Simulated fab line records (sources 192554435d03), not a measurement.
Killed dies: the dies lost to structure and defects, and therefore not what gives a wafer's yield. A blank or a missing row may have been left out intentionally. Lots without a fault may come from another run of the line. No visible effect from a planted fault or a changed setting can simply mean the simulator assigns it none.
Lot-split experiment ; flow n5_finfet ; 7 lots, 21 wafers read, on a route of 1938 steps

== THE SPLIT ==
At N5_BEOL_M2_ALD_98 (deposits SiO2, target thk 2.5 nm, pulse time 1 s, co reactant pulse time 1 s), the setting ald_cycles was moved away from the recipe's 17 on 7 of the 21 wafers read, by -17.6% to +11.8%. For the rest of the wafers, this setting stayed at what the recipe calls for.

The reading comes from the split's own step.

== THE READING ==
SiO2_of_BEOL_M2_ALD_98.thk_nm (the simulator's own value, which no gauge read), in nm, at N5_BEOL_M2_ALD_98 (deposits SiO2, target thk 2.5 nm, pulse time 1 s, co reactant pulse time 1 s). There is no usual value for it anywhere in the file. Across the 14 wafers here that went through the recipe, the average is 2.4 nm and the standard deviation 0.07 nm.

wafer;tool, chamber at the split;ald_cycles as run;against the recipe;SiO2_of_BEOL_M2_ALD_98.thk_nm, nm;against lot-mates on the recipe
L076.3;ald_sin-04, 1;17;recipe;2.4;-
L076.5;ald_sin-04, 1,2;15;-11.8%;2.2;-0.2
L076.6;ald_sin-04, 1,2;15;-11.8%;2.2;-0.2
L077.1;ald_sin-03, 2,1;19;+11.8%;2.8;+0.2
L077.4;ald_sin-03, 2,1;19;+11.8%;2.8;+0.2
L077.3;ald_sin-03, 3;17;recipe;2.6;-
L079.2;ald_sin-03, 2,0;14;-17.6%;2;-0.4
L079.6;ald_sin-03, 2,0;14;-17.6%;2;-0.4
L079.4;ald_sin-03, 1;17;recipe;2.4;-
L080.3;ald_sin-04, 1,3,0;17;recipe;2.4;-
L080.4;ald_sin-04, 1,3,0;17;recipe;2.4;-
L080.6;ald_sin-04, 1,3,0;17;recipe;2.4;-
L083.3;ald_sin-03, 1,0,0;17;recipe;2.4;-
L083.4;ald_sin-03, 1,0,0;17;recipe;2.4;-
L083.5;ald_sin-03, 1,0,0;17;recipe;2.4;-
L092.1;ald_sin-03, 3;16;-5.9%;2.4;-0.1
L092.4;ald_sin-03, 1;17;recipe;2.6;-
L092.5;ald_sin-03, 2;17;recipe;2.4;-
L097.4;ald_sin-01, 2,0,1;17;recipe;2.4;-
L097.5;ald_sin-01, 2,0,1;17;recipe;2.4;-
L097.6;ald_sin-01, 2,0,1;17;recipe;2.4;-
If several chambers appear in one row, that row covers several wafers at once and the file leaves open which wafer was in which chamber.

FIT RESULTS
A straight line over all 21 wafers: SiO2_of_BEOL_M2_ALD_98.thk_nm changes by +0.025 nm for each +1% of ald_cycles; r = +0.94; the points scatter about the line by 0.071 nm.
The same after taking each lot's own level away (the mean of its wafers on the recipe; 21 wafers): +0.0198 nm for each +1%; r = +0.97; scatter 0.039 nm.
According to that fit, moving ald_cycles by its largest amount changes the reading by 0.35 nm.
The span of the lots' own levels, 2.40 to 2.60 nm, comes to 2.9 times the standard deviation stated above.
So the slope is not independent of the lot-to-lot level: the two fits are not the same.
Check: with one of the wafers moved furthest among these (-17.6%) left out of the fit, the line predicts -0.336 nm for it against its lot-mates. Against them it came out at -0.4 nm.

== OTHER SPLITS ON THESE WAFERS ==
Note: prior to the reading, these wafers also went through further splits. Each is held against what the fit with the lots' levels taken away leaves over:
other split on the same wafers;wafers away from the commonest value;r with SiO2_of_BEOL_M2_ALD_98.thk_nm (lot level and that fit taken away)
N5_MOL_CONTACT_COAG_COAT_02 spin_rpm;5;+0.39
N5_MOL_CONTACT_COAG_ETCHBACK_135 time_s;9;-0.17
N5_MOL_CONTACT_COAG_VIA_ETCH_46 bias_w;11;+0.21
N5_BEOL_M0_SAQP_COAT_34 spin_rpm;2;+0.08
N5_BEOL_M0_SAQP_CUT_ETCH_46 time_s;6;+0.11
N5_BEOL_M1_PECVD_72 time_s;5;+0.40
N5_BEOL_M2_DESCUM_16 time_s;5;+0.02
N5_BEOL_M2_ETCH_64 time_s;5;-0.13

== THE FILE'S OWN FIT ==
SiO2_of_BEOL_M2_ALD_98.thk_nm changes by +0.0198 nm for each +1% of ald_cycles, r = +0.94.
